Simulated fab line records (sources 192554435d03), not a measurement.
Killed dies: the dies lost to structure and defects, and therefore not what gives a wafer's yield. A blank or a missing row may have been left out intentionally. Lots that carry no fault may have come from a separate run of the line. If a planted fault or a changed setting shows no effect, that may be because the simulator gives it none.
The tool behind it: which one? + flow n5Finfet + 24 lots, 72 wafers sampled, at 6 steps of a route of 1938

== WHAT THE GAUGES READ, wafer by wafer ==
N5_BEOL_M11_OVL_MEAS_29. Usual: V10_OVL -1.2 nm, standard deviation 0.72.
| lot  | measured     | on         | V10_OVL (nm)   | flag |
|------|--------------|------------|----------------|------|
| L074 | day 10 11:50 | overlay-02 | -1.8 -0.8 -1.1 |      |
| L075 | day 10 12:21 | overlay-02 | -1.8 -0.8 -1.5 |      |
| L076 | day 10 14:07 | overlay-02 | -0.8 -0.2 -0.4 |      |
| L077 | day 10 19:28 | overlay-02 | -1.7 -2.4 -1.8 |      |
| L078 | day 11 07:38 | overlay-02 | -1.4 -1.1 -0.5 |      |
| L079 | day 11 13:43 | overlay-01 | -0.3 -1.7 -2.3 |      |
| L083 | day 12 05:22 | overlay-02 | -0.5 -0.8 -0.8 |      |
| L081 | day 12 07:09 | overlay-02 | 0.5 -1.0 -0.9  |      |
| L082 | day 12 11:33 | overlay-01 | -1.3 -1.1 -1.3 |      |
| L080 | day 12 16:34 | overlay-02 | -1.6 -2.1 -0.8 |      |
| L084 | day 13 02:38 | overlay-02 | -2.1 -2.2 -1.0 |      |
| L085 | day 13 02:55 | overlay-01 | -1.4 -2.1 -2.0 |      |
| L086 | day 13 09:43 | overlay-01 | -2.6 -2.2 -2.9 |      |
| L087 | day 13 09:32 | overlay-01 | 0.0 0.1 -1.7   |      |
| L088 | day 13 19:11 | overlay-02 | -0.9 -1.6 -1.2 |      |
| L091 | day 14 11:26 | overlay-01 | -1.1 -1.1 -0.6 |      |
| L089 | day 14 19:29 | overlay-02 | -1.8 -0.7 -0.1 |      |
| L090 | day 14 19:40 | overlay-02 | -0.8 -0.1 -1.0 |      |
| L093 | day 14 19:50 | overlay-02 | -0.9 -2.1 -0.1 |      |
| L092 | day 14 22:08 | overlay-01 | -0.7 -1.1 -0.5 |      |
| L094 | day 15 08:18 | overlay-02 | -1.1 -0.9 -1.0 |      |
| L095 | day 15 13:54 | overlay-02 | -2.3 -1.5 -1.7 |      |
| L096 | day 15 14:11 | overlay-02 | -0.6 -0.2 -0.8 |      |
| L097 | day 15 18:36 | overlay-02 | -2.5 -2.2 -1.9 |      |

N5_BEOL_M11_OCD_MEAS_38. Usual: trenchDepthNm reads 148.1 nm (standard deviation 1.5).
| lot  | measured     | on     | trenchDepthNm (nm) | flag |
|------|--------------|--------|--------------------|------|
| L074 | day 10 12:28 | ocd-01 | 147.7 146.2 146.0  |      |
| L075 | day 10 13:20 | ocd-01 | 149.3 148.3 149.5  |      |
| L076 | day 10 14:40 | ocd-01 | 147.3 147.3 147.6  |      |
| L077 | day 10 20:13 | ocd-02 | 147.5 143.9 148.1  |      |
| L078 | day 11 08:11 | ocd-01 | 148.5 148.5 148.3  |      |
| L079 | day 11 14:16 | ocd-01 | 148.9 146.3 147.7  |      |
| L083 | day 12 05:55 | ocd-02 | 148.9 148.1 147.9  |      |
| L081 | day 12 07:43 | ocd-01 | 148.0 148.7 148.5  |      |
| L082 | day 12 12:10 | ocd-02 | 147.1 147.8 148.8  |      |
| L080 | day 12 17:07 | ocd-02 | 147.7 147.2 146.8  |      |
| L084 | day 13 03:11 | ocd-02 | 149.2 147.1 148.5  |      |
| L085 | day 13 03:44 | ocd-02 | 146.4 146.7 147.3  |      |
| L086 | day 13 10:58 | ocd-01 | 147.0 145.6 147.3  |      |
| L087 | day 13 10:05 | ocd-02 | 148.5 149.3 148.3  |      |
| L088 | day 13 19:44 | ocd-02 | 152.2 147.0 151.5  |      |
| L091 | day 14 12:05 | ocd-01 | 148.4 153.6 147.0  |      |
| L089 | day 14 20:02 | ocd-02 | 147.5 149.7 147.5  |      |
| L090 | day 14 20:13 | ocd-01 | 149.0 148.4 146.4  |      |
| L093 | day 14 20:25 | ocd-01 | 146.3 147.2 147.8  |      |
| L092 | day 14 22:42 | ocd-02 | 150.0 150.0 148.5  |      |
| L094 | day 15 08:52 | ocd-01 | 147.3 146.6 148.8  |      |
| L095 | day 15 14:27 | ocd-01 | 147.7 147.5 147.3  |      |
| L096 | day 15 14:44 | ocd-01 | 150.6 151.1 150.5  |      |
| L097 | day 15 19:51 | ocd-02 | 146.6 149.1 147.7  |      |

N5_BEOL_M12_OVL_MEAS_11. Usual: V11_OVL 1 nm, standard deviation 5.7.
| lot  | measured     | on         | V11_OVL (nm) | flag |
|------|--------------|------------|--------------|------|
| L074 | day 10 17:59 | overlay-01 | -3 0 1       |      |
| L075 | day 10 17:45 | overlay-02 | 11 9 -1      |      |
| L076 | day 10 18:59 | overlay-01 | 7 4 4        |      |
| L077 | day 11 02:11 | overlay-01 | -8 -8 -8     |      |
| L078 | day 11 12:59 | overlay-02 | 5 7 1        |      |
| L079 | day 11 17:40 | overlay-02 | -1 1 -1      |      |
| L083 | day 12 08:50 | overlay-02 | -9 6 0       |      |
| L081 | day 12 11:29 | overlay-01 | -8 -9 -8     |      |
| L082 | day 12 15:09 | overlay-01 | -3 -1 -6     |      |
| L080 | day 12 20:36 | overlay-02 | 1 4 -2       |      |
| L084 | day 13 06:52 | overlay-02 | 7 -9 -1      |      |
| L085 | day 13 07:19 | overlay-01 | 0 3 1        |      |
| L086 | day 13 13:56 | overlay-02 | 1 -5 6       |      |
| L087 | day 13 12:52 | overlay-02 | -1 1 1       |      |
| L088 | day 13 22:44 | overlay-02 | 5 -1 5       |      |
| L091 | day 14 16:13 | overlay-01 | 15 -1 14     |      |
| L089 | day 14 23:11 | overlay-02 | -3 8 10      |      |
| L090 | day 14 23:55 | overlay-01 | 13 15 1      |      |
| L093 | day 15 00:59 | overlay-02 | -4 0 6       |      |
| L092 | day 15 02:17 | overlay-01 | 13 4 9       |      |
| L094 | day 15 11:44 | overlay-01 | 1 0 3        |      |
| L095 | day 15 18:12 | overlay-01 | -8 -9 2      |      |
| L096 | day 15 18:29 | overlay-02 | 11 0 10      |      |
| L097 | day 16 00:36 | overlay-02 | 3 3 3        |      |

== WHAT TOOL EACH LOT RAN ON (gives the tool, then ch and the chambers of the sampled wafers, and finally the start) ==
| lot  | N5_BEOL_M11_ETCH_62               | N5_BEOL_M11_HM_OPEN_17           | N5_BEOL_M11_CURE_72          |
|------|-----------------------------------|----------------------------------|------------------------------|
| L074 | rieDiel-05 ch 2,3, day 10 10:38   | rieMetal-03 ch 0,1, day 10 10:51 | uvCure-02 ch 2, day 10 13:59 |
| L075 | rieDiel-05 ch 2,3, day 10 11:20   | rieMetal-02 ch 0, day 10 11:33   | uvCure-02 ch 0, day 10 14:11 |
| L076 | rieDiel-06 ch 0,1,2, day 10 13:18 | rieMetal-02 ch 0, day 10 13:31   | uvCure-02 ch 0, day 10 15:16 |
| L077 | rieDiel-05 ch 1,2, day 10 18:03   | rieMetal-02 ch 0,1, day 10 18:14 | uvCure-02 ch 0, day 10 21:06 |
| L078 | rieDiel-01 ch 1,2,3, day 11 06:23 | rieMetal-03 ch 0,1, day 11 06:35 | uvCure-02 ch 2, day 11 08:28 |
| L079 | rieDiel-01 ch 0,2, day 11 10:08   | rieMetal-03 ch 0,1, day 11 10:19 | uvCure-01 ch 0, day 11 14:28 |
| L083 | rieDiel-06 ch 1,3, day 12 04:22   | rieMetal-03 ch 1, day 12 04:37   | uvCure-03 ch 0, day 12 06:13 |
| L081 | rieDiel-06 ch 0,3, day 12 06:20   | rieMetal-03 ch 1, day 12 06:35   | uvCure-03 ch 0, day 12 08:00 |
| L082 | rieDiel-01 ch 1,2,3, day 12 09:52 | rieMetal-01 ch 0,1, day 12 10:03 | uvCure-03 ch 2, day 12 12:21 |
| L080 | rieDiel-06 ch 0,3, day 12 13:07   | rieMetal-01 ch 0,1, day 12 13:18 | uvCure-03 ch 2, day 12 17:19 |
| L084 | rieDiel-05 ch 0,2,3, day 13 01:40 | rieMetal-01 ch 0,1, day 13 01:51 | uvCure-03 ch 2, day 13 03:23 |
| L085 | rieDiel-01 ch 0,2,3, day 13 02:07 | rieMetal-01 ch 0,1, day 13 02:19 | uvCure-02 ch 2, day 13 04:01 |
| L086 | rieDiel-01 ch 2,3, day 13 07:36   | rieMetal-02 ch 0,1, day 13 07:47 | uvCure-02 ch 2, day 13 11:10 |
| L087 | rieDiel-06 ch 0,2,3, day 13 08:41 | rieMetal-01 ch 0,1, day 13 08:52 | uvCure-02 ch 2, day 13 10:16 |
| L088 | rieDiel-06 ch 0,2,3, day 13 14:56 | rieMetal-01 ch 0,1, day 13 15:08 | uvCure-01 ch 2, day 13 19:56 |
| L091 | rieDiel-06 ch 0,1,2, day 14 10:28 | rieMetal-02 ch 0,1, day 14 10:40 | uvCure-03 ch 2, day 14 12:47 |
| L089 | rieDiel-05 ch 1,2,3, day 14 18:07 | rieMetal-03 ch 0,1, day 14 18:19 | uvCure-03 ch 2, day 14 20:14 |
| L090 | rieDiel-01 ch 1,2, day 14 18:22   | rieMetal-01 ch 0,1, day 14 18:35 | uvCure-01 ch 2, day 14 20:31 |
| L093 | rieDiel-05 ch 0,2,3, day 14 18:27 | rieMetal-03 ch 0,1, day 14 18:38 | uvCure-02 ch 0, day 14 20:42 |
| L092 | rieDiel-06 ch 1,2, day 14 20:55   | rieMetal-02 ch 0,1, day 14 21:05 | uvCure-02 ch 2, day 14 22:59 |
| L094 | rieDiel-06 ch 0,1, day 15 06:17   | rieMetal-02 ch 0,1, day 15 06:30 | uvCure-03 ch 1, day 15 09:12 |
| L095 | rieDiel-01 ch 0,2, day 15 13:05   | rieMetal-03 ch 0,1, day 15 13:16 | uvCure-03 ch 1, day 15 14:39 |
| L096 | rieDiel-06 ch 1,3, day 15 13:14   | rieMetal-03 ch 0,1, day 15 13:26 | uvCure-02 ch 1, day 15 14:58 |
| L097 | rieDiel-05 ch 0,2,3, day 15 17:43 | rieMetal-01 ch 0,1, day 15 17:55 | uvCure-01 ch 1, day 15 20:05 |
- N5_BEOL_M11_ETCH_62: etches SOC in N2/H2, target depth 110 nm, overetch 22 nm, time 165 s.
- N5_BEOL_M11_HM_OPEN_17: chemistry Cl2/BCl3, target TiN, target depth 20 nm, overetch 6 nm.
- N5_BEOL_M11_CURE_72: cures SiCOH lowk, time 120 s.

== AS READ BY THE TOOLS THEMSELVES (means over the sampled wafers that have a number; for cases with no such wafer, the mark the record gives instead) ==
N5_BEOL_M11_ETCH_62. Usual: drypumpMotorCurrentA 5.9 A, standard deviation 0.37; oesProductAu 0.67 a.u., standard deviation 0.066; rfVppV 523.4 V, standard deviation 2.7; showerheadPlenumPTorr 2.53 Torr, standard deviation 0.097; throttleValvePct 17.88 %, standard deviation 0.21.
| lot  | tool       | drypumpMotorCurrentA (A) | oesProductAu (a.u.) | rfVppV (V) | showerheadPlenumPTorr (Torr) | throttleValvePct (%) | flag |
|------|------------|--------------------------|---------------------|------------|------------------------------|----------------------|------|
| L074 | rieDiel-05 | 5.9                      | 0.58                | 520.1      | 2.41                         | 18.27                |      |
| L075 | rieDiel-05 | 5.6                      | 0.60                | 520.7      | 2.41                         | 18.18                |      |
| L076 | rieDiel-06 | 6.0                      | 0.66                | 523.6      | 2.55                         | 17.86                |      |
| L077 | rieDiel-05 | 6.3                      | 0.58                | 521.4      | 2.48                         | 18.24                |      |
| L078 | rieDiel-01 | 5.7                      | 0.62                | 522.9      | 2.52                         | 17.98                |      |
| L079 | rieDiel-01 | 5.5                      | 0.64                | 523.1      | 2.55                         | 17.89                |      |
| L083 | rieDiel-06 | 6.1                      | 0.74                | 524.1      | 2.56                         | 17.78                |      |
| L081 | rieDiel-06 | 5.8                      | 0.68                | 521.4      | 2.46                         | 17.62                |      |
| L082 | rieDiel-01 | 5.7                      | 0.62                | 523.7      | 2.51                         | 17.99                |      |
| L080 | rieDiel-06 | 5.9                      | 0.67                | 521.5      | 2.45                         | 17.63                |      |
| L084 | rieDiel-05 | 5.8                      | 0.69                | 523.6      | 2.53                         | 17.89                |      |
| L085 | rieDiel-01 | 5.6                      | 0.62                | 522.7      | 2.49                         | 17.95                |      |
| L086 | rieDiel-01 | 5.9                      | 0.63                | 522.0      | 2.49                         | 18.03                |      |
| L087 | rieDiel-06 | 5.9                      | 0.72                | 521.7      | 2.47                         | 17.73                |      |
| L088 | rieDiel-06 | 5.9                      | 0.72                | 521.2      | 2.47                         | 17.74                |      |
| L091 | rieDiel-06 | 6.0                      | 0.71                | 524.1      | 2.54                         | 17.76                |      |
| L089 | rieDiel-05 | 5.9                      | 0.65                | 524.9      | 2.58                         | 18.07                |      |
| L090 | rieDiel-01 | 5.8                      | 0.74                | 524.1      | 2.58                         | 17.75                |      |
| L093 | rieDiel-05 | 5.8                      | 0.68                | 523.2      | 2.52                         | 17.91                |      |
| L092 | rieDiel-06 | 6.1                      | 0.76                | 524.6      | 2.56                         | 17.86                |      |
| L094 | rieDiel-06 | 6.1                      | 0.68                | 524.5      | 2.60                         | 17.76                |      |
| L095 | rieDiel-01 | 5.5                      | 0.63                | 524.1      | 2.53                         | 17.96                |      |
| L096 | rieDiel-06 | 6.2                      | 0.70                | 525.3      | 2.61                         | 17.84                |      |
| L097 | rieDiel-05 | 5.8                      | 0.67                | 523.1      | 2.52                         | 17.92                |      |

N5_BEOL_M11_HM_OPEN_17. Usual: drypumpMotorCurrentA 5.4 A, standard deviation 0.65; heBacksideLeakSccm 3.23 sccm, standard deviation 0.3; oesProductAu 0.66 a.u., standard deviation 0.052; throttleValvePct 22.11 %, standard deviation 0.21.
| lot  | tool        | drypumpMotorCurrentA (A) | heBacksideLeakSccm (sccm) | oesProductAu (a.u.) | throttleValvePct (%) | flag |
|------|-------------|--------------------------|---------------------------|---------------------|----------------------|------|
| L074 | rieMetal-03 | 4.7                      | 3.29                      | 0.66                | 22.20                |      |
| L075 | rieMetal-02 | 6.4                      | 2.97                      | 0.71                | 22.20                |      |
| L076 | rieMetal-02 | 6.4                      | 3.16                      | 0.70                | 22.21                |      |
| L077 | rieMetal-02 | 5.6                      | 3.31                      | 0.79                | 22.07                |      |
| L078 | rieMetal-03 | 4.7                      | 3.06                      | 0.65                | 22.20                |      |
| L079 | rieMetal-03 | 4.7                      | 3.16                      | 0.65                | 22.21                |      |
| L083 | rieMetal-03 | 4.7                      | 3.13                      | 0.66                | 22.12                |      |
| L081 | rieMetal-03 | 4.7                      | 3.32                      | 0.66                | 22.13                |      |
| L082 | rieMetal-01 | 5.6                      | 3.15                      | 0.61                | 22.03                |      |
| L080 | rieMetal-01 | 5.6                      | 3.17                      | 0.61                | 22.03                |      |
| L084 | rieMetal-01 | 5.9                      | 3.19                      | 0.63                | 21.85                |      |
| L085 | rieMetal-01 | 5.9                      | 3.19                      | 0.62                | 21.87                |      |
| L086 | rieMetal-02 | 6.0                      | 3.35                      | 0.72                | 22.15                |      |
| L087 | rieMetal-01 | 5.6                      | 3.17                      | 0.61                | 22.02                |      |
| L088 | rieMetal-01 | 5.9                      | 3.05                      | 0.62                | 21.85                |      |
| L091 | rieMetal-02 | 6.0                      | 3.06                      | 0.71                | 22.16                |      |
| L089 | rieMetal-03 | 4.7                      | 3.36                      | 0.63                | 22.23                |      |
| L090 | rieMetal-01 | 5.9                      | 3.12                      | 0.62                | 21.87                |      |
| L093 | rieMetal-03 | 4.8                      | 3.29                      | 0.64                | 22.30                |      |
| L092 | rieMetal-02 | 6.0                      | 3.23                      | 0.70                | 22.15                |      |
| L094 | rieMetal-02 | 6.0                      | 3.29                      | 0.70                | 22.17                |      |
| L095 | rieMetal-03 | 4.7                      | 3.28                      | 0.63                | 22.24                |      |
| L096 | rieMetal-03 | 4.7                      | 3.63                      | 0.64                | 22.23                |      |
| L097 | rieMetal-01 | 5.9                      | 3.10                      | 0.61                | 21.86                |      |

N5_BEOL_M11_CURE_72. Usual: lampPowerPct 52.31 %, standard deviation 0.054; wafer_temp_C_max 372.0, standard deviation 0.69.
| lot  | tool      | lampPowerPct (%) | wafer_temp_C_max | flag |
|------|-----------|------------------|------------------|------|
| L074 | uvCure-02 | 52.27            | 372.6            |      |
| L075 | uvCure-02 | 52.27            | 371.5            |      |
| L076 | uvCure-02 | 52.37            | 371.2            |      |
| L077 | uvCure-02 | 52.32            | 371.3            |      |
| L078 | uvCure-02 | 52.27            | 372.7            |      |
| L079 | uvCure-01 | 52.31            | 372.1            |      |
| L083 | uvCure-03 | 52.38            | 371.4            |      |
| L081 | uvCure-03 | 52.31            | 371.8            |      |
| L082 | uvCure-03 | 52.31            | 371.9            |      |
| L080 | uvCure-03 | 52.33            | 372.3            |      |
| L084 | uvCure-03 | 52.28            | 371.9            |      |
| L085 | uvCure-02 | 52.34            | 372.6            |      |
| L086 | uvCure-02 | 52.29            | 372.6            |      |
| L087 | uvCure-02 | 52.31            | 373.1            |      |
| L088 | uvCure-01 | 52.34            | 370.9            |      |
| L091 | uvCure-03 | 52.28            | 372.4            |      |
| L089 | uvCure-03 | 52.28            | 372.4            |      |
| L090 | uvCure-01 | 52.27            | 371.1            |      |
| L093 | uvCure-02 | 52.33            | 371.4            |      |
| L092 | uvCure-02 | 52.26            | 372.8            |      |
| L094 | uvCure-03 | 52.34            | 372.1            |      |
| L095 | uvCure-03 | 52.32            | 372.5            |      |
| L096 | uvCure-02 | 52.36            | 372.4            |      |
| L097 | uvCure-01 | 52.31            | 371.5            |      |

== THE ANSWER, worked out from the rows above alone ==
Rule: lot off if the mean of its wafers having a number is beyond 3 standard deviations from the usual mean. A lot without any number at a reading at which 4 lots or more have one is off too. The other lots that the step has rows for count as sound. First the gauges in route order, then the tools' own readings, where a lot's mean is used as printed above. At the first step where some lot is off, the reading lying furthest off is the one used; lots without a number count as furthest.
Nothing can be told from this: no lot is off at any reading shown.

== WHAT HAD BEEN PUT IN BY THE SIMULATOR ==
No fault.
